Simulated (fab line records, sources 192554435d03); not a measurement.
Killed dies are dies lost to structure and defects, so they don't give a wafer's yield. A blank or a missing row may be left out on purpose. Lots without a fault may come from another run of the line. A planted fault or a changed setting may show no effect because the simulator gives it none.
Which tool did it? | flow n5_finfet | 11 lots, 28 wafers sampled, at 6 steps of a route of 1938

WHAT THE GAUGES READ, wafer by wafer
N5_BEOL_M4_RC_MEAS_101. Usual: DIBL_N 37.4 mV/V, standard deviation 2.1; DIBL_P 37.8 mV/V, standard deviation 2.5; IOFF_N 0.19 nA/um, standard deviation 0.045; IOFF_P 0.24 nA/um, standard deviation 0.05; ION_N 682 uA/um, standard deviation 16; ION_P 467 uA/um, standard deviation 11; SS_N 71.9 mV/dec, standard deviation 0.67; SS_P 73.6 mV/dec, standard deviation 0.76; VT_N 247 mV, standard deviation 3.6; VT_P -248 mV, standard deviation 3.6.
lot  | measured     | on        | DIBL_N (mV/V)  | DIBL_P (mV/V)  | IOFF_N (nA/um) | IOFF_P (nA/um) | ION_N (uA/um) | ION_P (uA/um) | SS_N (mV/dec)  | SS_P (mV/dec)  | VT_N (mV)   | VT_P (mV)      | flag
L528 | day 7 13:59  | prober-01 | 36.8 37.8 33.9 | 38.7 39.0 34.3 | 0.19 0.23 0.14 | 0.25 0.27 0.17 | 670 679 664   | 461 460 451   | 72.3 72.1 71.3 | 75.0 74.4 72.5 | 249 246 251 | -249 -247 -252 |
L530 | day 8 17:21  | prober-02 | 35.1 37.9 36.0 | 34.3 36.8 33.6 | 0.15 0.19 0.14 | 0.19 0.22 0.18 | 694 690 650   | 475 465 447   | 71.3 72.0 72.1 | 72.7 73.8 73.1 | 249 244 253 | -252 -249 -252 |
L533 | day 8 23:06  | prober-02 | 38.9 35.4 33.9 | 39.8 36.1 34.6 | 0.23 0.16 0.13 | 0.29 0.22 0.20 | 704 665 682   | 477 459 477   | 73.0 72.0 71.7 | 74.0 73.6 72.8 | 242 245 250 | -244 -246 -250 |
L532 | day 9 05:26  | prober-02 | 36.7 37.8 39.9 | 36.8 38.5 39.8 | 0.16 0.19 0.22 | 0.21 0.25 0.29 | 680 689 668   | 463 465 458   | 71.6 72.7 73.3 | 72.6 73.0 74.1 | 250 248 246 | -251 -250 -246 |
L535 | day 9 23:55  | prober-02 | 38.6 36.3      | 38.7 36.8      | 0.20 0.16      | 0.21 0.19      | 692 667       | 458 448       | 72.2 72.1      | 74.4 73.4      | 246 246     | -255 -254      |
L537 | day 10 00:20 | prober-01 | 40.0 35.1      | 40.1 36.0      | 0.23 0.15      | 0.26 0.21      | 670 684       | 451 467       | 72.4 70.8      | 74.1 72.1      | 248 247     | -248 -249      |
L542 | day 11 19:31 | prober-02 | 38.9 38.5      | 38.7 37.7      | 0.21 0.21      | 0.27 0.26      | 671 693       | 464 470       | 72.6 73.0      | 74.2 73.8      | 245 244     | -245 -244      |
L543 | day 11 21:46 | prober-01 | 40.4 39.0      | 40.0 38.3      | 0.24 0.19      | 0.29 0.26      | 675 662       | 460 456       | 72.8 73.4      | 74.3 74.4      | 248 250     | -247 -251      |
L548 | day 13 00:13 | prober-02 | 37.6 36.1      | 37.5 36.6      | 0.20 0.19      | 0.27 0.28      | 715 697       | 493 485       | 71.5 71.0      | 73.7 74.0      | 246 247     | -244 -242      |
L549 | day 13 11:37 | prober-02 | 31.5 34.3 34.5 | 31.3 34.7 35.4 | 0.10 0.14 0.14 | 0.15 0.19 0.20 | 654 665 667   | 459 465 463   | 70.0 71.4 71.7 | 71.4 72.7 72.8 | 254 250 250 | -254 -248 -251 |
L551 | day 14 18:05 | prober-02 | 32.9 37.6 31.9 | 33.6 38.6 32.6 | 0.11 0.20 0.10 | 0.19 0.29 0.18 | 677 699 665   | 477 483 468   | 70.8 72.1 71.5 | 72.6 74.1 72.6 | 253 245 257 | -247 -245 -248 |

WHICH TOOL RAN EACH LOT (tool, then ch and the chambers of the sampled wafers, then the start)
lot  | N5_BEOL_M2_PECVD_72            | N5_BEOL_M2_SPUTTER_79        | N5_BEOL_M2_ANNEAL_82         | N5_BEOL_M2_CMP_52             | N5_BEOL_M2_DEP_57
L528 | pecvd-01 ch 0,1,2, day 6 11:03 | pvd_sputter-01, day 6 17:56  | pvd_sputter-01, day 6 18:14  | cmp-01 ch 0,1,2, day 6 20:00  | pecvd-03 ch 0,1,2, day 6 20:27
L530 | pecvd-03 ch 0,1,2, day 7 07:16 | pvd_sputter-03, day 7 13:19  | pvd_sputter-03, day 7 13:37  | cmp-04 ch 1,2,3, day 7 15:28  | pecvd-01 ch 1,2, day 7 16:05
L533 | pecvd-03 ch 0,1,2, day 7 19:00 | pvd_sputter-01, day 8 02:54  | pvd_sputter-01, day 8 03:12  | cmp-01 ch 0,1,3, day 8 04:56  | pecvd-01 ch 0,1,2, day 8 05:25
L532 | pecvd-03 ch 0,1,2, day 7 19:28 | pvd_sputter-02, day 8 06:23  | pvd_sputter-02, day 8 06:41  | cmp-02 ch 0,2,3, day 8 08:29  | pecvd-01 ch 1,2, day 8 08:55
L535 | pecvd-03 ch 1, day 8 09:56     | pvd_sputter-03, day 8 19:13  | pvd_sputter-03, day 8 19:31  | cmp-04 ch 1,2, day 8 21:23    | pecvd-03 ch 2, day 8 21:53
L537 | pecvd-03 ch 1,2, day 8 16:47   | pvd_sputter-01, day 8 23:10  | pvd_sputter-01, day 8 23:28  | cmp-04 ch 2,3, day 9 01:13    | pecvd-01 ch 0,1, day 9 01:45
L542 | pecvd-03 ch 0,1, day 10 04:54  | pvd_sputter-01, day 10 18:47 | pvd_sputter-01, day 10 19:05 | cmp-02 ch 0, day 10 20:49     | pecvd-04 ch 1,2, day 10 21:18
L543 | pecvd-03 ch 0,1, day 10 06:12  | pvd_sputter-03, day 10 20:19 | pvd_sputter-03, day 10 20:37 | cmp-01 ch 2, day 10 22:21     | pecvd-01 ch 0,2, day 10 22:51
L548 | pecvd-01 ch 0,1, day 11 13:59  | pvd_sputter-02, day 11 21:12 | pvd_sputter-02, day 11 21:30 | cmp-01 ch 1,2, day 11 23:22   | pecvd-01 ch 0,1, day 11 23:44
L549 | pecvd-04 ch 1,2, day 11 20:14  | pvd_sputter-03, day 12 13:16 | pvd_sputter-03, day 12 13:34 | cmp-04 ch 1,2,3, day 12 15:37 | pecvd-03 ch 0,1, day 12 16:04
L551 | pecvd-01 ch 0,1, day 12 18:06  | pvd_sputter-02, day 13 02:03 | pvd_sputter-02, day 13 02:21 | cmp-02 ch 0,1,3, day 13 04:18 | pecvd-01 ch 1,2, day 13 04:45
- N5_BEOL_M2_PECVD_72: deposits SiO2 from TEOS/O2, target thk 16 nm, time 18 s.
- N5_BEOL_M2_SPUTTER_79: material Cu, target thk 4.5 nm, time 8.29 s.
- N5_BEOL_M2_ANNEAL_82: time 240 s.
- N5_BEOL_M2_CMP_52: polishes, stops on SiOC, t overpolish 6.8 s, target thk 40 nm.
- N5_BEOL_M2_DEP_57: deposits SiCN from 3MS/NH3, target thk 8 nm, time 14 s.

WHAT THE TOOLS THEMSELVES READ (means of the sampled wafers that have a number; where no wafer has one, the mark that the record gives instead)
N5_BEOL_M2_PECVD_72. Usual: heater_power_w 724 W, standard deviation 110; showerhead_plenum_p_Torr 8.81 Torr, standard deviation 0.067; throttle_valve_pct 22.0 %, standard deviation 0.76.
lot  | tool     | heater_power_w (W) | showerhead_plenum_p_Torr (Torr) | throttle_valve_pct (%) | flag
L528 | pecvd-01 | 694                | 8.82                            | 21.5                   |
L530 | pecvd-03 | 692                | 8.76                            | 22.2                   |
L533 | pecvd-03 | 676                | 8.76                            | 22.3                   |
L532 | pecvd-03 | 726                | 8.76                            | 22.3                   |
L535 | pecvd-03 | 656                | 8.79                            | 23.5                   |
L537 | pecvd-03 | 706                | 8.77                            | 22.4                   |
L542 | pecvd-03 | 693                | 8.75                            | 22.9                   |
L543 | pecvd-03 | 682                | 8.75                            | 22.8                   |
L548 | pecvd-01 | 661                | 8.81                            | 21.7                   |
L549 | pecvd-04 | 904                | 8.85                            | 21.8                   |
L551 | pecvd-01 | 637                | 8.80                            | 21.6                   |

N5_BEOL_M2_SPUTTER_79. Usual: substrate_temp_c -19.99 C, standard deviation 0.1; throttle_valve_pct 29.8 %, standard deviation 0.87.
lot  | tool           | substrate_temp_c (C) | throttle_valve_pct (%) | flag
L528 | pvd_sputter-01 | -19.95               | 29.5                   |
L530 | pvd_sputter-03 | -20.02               | 29.7                   |
L533 | pvd_sputter-01 | -20.00               | 30.0                   |
L532 | pvd_sputter-02 | -20.12               | 28.6                   |
L535 | pvd_sputter-03 | -19.93               | 30.1                   |
L537 | pvd_sputter-01 | -20.02               | 29.8                   |
L542 | pvd_sputter-01 | -19.93               | 29.2                   |
L543 | pvd_sputter-03 | -19.92               | 29.9                   |
L548 | pvd_sputter-02 | -19.98               | 29.9                   |
L549 | pvd_sputter-03 | -20.00               | 29.6                   |
L551 | pvd_sputter-02 | -19.98               | 28.6                   |

N5_BEOL_M2_ANNEAL_82. Usual: heater_power_w 797 W, standard deviation 83.
lot  | tool           | heater_power_w (W) | flag
L528 | pvd_sputter-01 | 806                |
L530 | pvd_sputter-03 | 789                |
L533 | pvd_sputter-01 | 800                |
L532 | pvd_sputter-02 | 832                |
L535 | pvd_sputter-03 | 804                |
L537 | pvd_sputter-01 | 789                |
L542 | pvd_sputter-01 | 774                |
L543 | pvd_sputter-03 | 723                |
L548 | pvd_sputter-02 | 808                |
L549 | pvd_sputter-03 | 696                |
L551 | pvd_sputter-02 | 826                |

N5_BEOL_M2_CMP_52. Usual: barrier_field_endpoint_s 25.0 s, standard deviation 0.73; motor_current_A 6.0 A, standard deviation 0.63.
lot  | tool   | barrier_field_endpoint_s (s) | motor_current_A (A) | flag
L528 | cmp-01 | 24.9                         | 5.5                 |
L530 | cmp-04 | 25.0                         | 6.2                 |
L533 | cmp-01 | 25.5                         | 5.7                 |
L532 | cmp-02 | 24.1                         | 5.9                 |
L535 | cmp-04 | 24.8                         | 5.8                 |
L537 | cmp-04 | 25.0                         | 5.7                 |
L542 | cmp-02 | 18.6                         | 6.5                 | OFF
L543 | cmp-01 | 18.4                         | 6.5                 | OFF
L548 | cmp-01 | 24.6                         | 5.5                 |
L549 | cmp-04 | 25.1                         | 5.8                 |
L551 | cmp-02 | 24.2                         | 6.2                 |

N5_BEOL_M2_DEP_57. Usual: showerhead_plenum_p_Torr 3.673 Torr, standard deviation 0.015; throttle_valve_pct 8.8 %, standard deviation 0.31.
lot  | tool     | showerhead_plenum_p_Torr (Torr) | throttle_valve_pct (%) | flag
L528 | pecvd-03 | 3.660                           | 9.0                    |
L530 | pecvd-01 | 3.663                           | 8.7                    |
L533 | pecvd-01 | 3.674                           | 8.6                    |
L532 | pecvd-01 | 3.670                           | 8.7                    |
L535 | pecvd-03 | 3.668                           | 8.8                    |
L537 | pecvd-01 | 3.669                           | 8.8                    |
L542 | pecvd-04 | 3.684                           | 8.9                    |
L543 | pecvd-01 | 3.678                           | 8.6                    |
L548 | pecvd-01 | 3.679                           | 8.7                    |
L549 | pecvd-03 | 3.666                           | 9.3                    |
L551 | pecvd-01 | 3.663                           | 8.6                    |

THE ANSWER, worked out from the rows above alone
Rule: a lot is off if the mean of its wafers that have a number lies more than 3 standard deviations from the usual mean. A lot without any number at a reading at which 4 lots or more have one is off too. The other lots that the step has rows for count as sound. The gauges are gone through in route order, then the tools' own readings, and for those a lot's mean is taken as printed above. The first step at which some lot is off is used, and at that step the reading that is off furthest; a lot without a number counts as furthest.
Off: L542, L543, at N5_BEOL_M2_CMP_52 (barrier_field_endpoint_s).
A tool fits if, at that step or a process step before it, it ran every lot that is off, and no sound lot after the first of them. One fits: pecvd-03 at N5_BEOL_M2_PECVD_72. Its last sound lot is L537 (day 8 16:47), its first lot that is off L542 (day 10 04:54): a fault that began between those two fits.

WHAT THE SIMULATOR HAD PUT IN
Process parameter drift: pecvd-03, from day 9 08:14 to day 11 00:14, at N5_BEOL_M2_PECVD_72. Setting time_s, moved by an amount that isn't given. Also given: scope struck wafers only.
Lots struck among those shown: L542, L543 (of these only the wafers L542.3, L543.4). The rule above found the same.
